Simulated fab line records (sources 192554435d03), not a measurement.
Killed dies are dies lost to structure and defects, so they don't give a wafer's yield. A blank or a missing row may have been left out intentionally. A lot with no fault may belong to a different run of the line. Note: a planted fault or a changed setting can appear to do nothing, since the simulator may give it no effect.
The tool behind it: which one? | flow n5 finfet | 10 lots (30 wafers sampled), 1 step of a 1938-step route

## WHAT THE GAUGES READ, wafer by wafer
N5_BEOL_M13_CD_MEAS_10: the cd target is 190 nm.
lot  | measured     | on        | cd nm (nm)
L819 | day 10 15:12 | cd sem-01 | 191.3 190.2 190.2
L824 | day 12 13:29 | cd sem-01 | 190.8 190.9 190.9
L825 | day 12 14:17 | cd sem-01 | 189.3 188.7 190.8
L829 | day 13 02:41 | cd sem-02 | 189.5 190.4 188.4
L831 | day 13 13:26 | cd sem-03 | 187.8 189.2 189.2
L833 | day 14 20:38 | cd sem-01 | 188.2 189.5 188.4
L834 | day 14 23:55 | cd sem-01 | 189.5 188.9 190.3
L840 | day 16 01:04 | cd sem-01 | 191.2 190.9 192.3
L842 | day 16 12:22 | cd sem-02 | 188.0 188.2 189.3
L841 | day 17 06:01 | cd sem-01 | 189.4 188.3 188.8

## TOOL THAT RAN EACH LOT (tool first, then ch and the chambers of the sampled wafers, then the start)
There is no process step in the record ahead of these readings.

## THE ANSWER, worked out from the rows above alone
Rule: the usual values come from the lots themselves. Put in order of their means at a reading, lots are off if they are a third of the lots or fewer, leave a main group of 4 or more, and stand apart from it by a gap of 3 or more times the standard deviation of the main group's means; of several such gaps the widest counts. A main group is skipped when, at the precision printed for the reading in the tables above, its means are all equal. A lot without any number at a reading at which 4 lots or more have one is off too. Any other lot the step has rows for is counted as sound.
Nothing can be told from this: no lot is off at any reading shown.

## WHAT HAD BEEN PUT IN BY THE SIMULATOR
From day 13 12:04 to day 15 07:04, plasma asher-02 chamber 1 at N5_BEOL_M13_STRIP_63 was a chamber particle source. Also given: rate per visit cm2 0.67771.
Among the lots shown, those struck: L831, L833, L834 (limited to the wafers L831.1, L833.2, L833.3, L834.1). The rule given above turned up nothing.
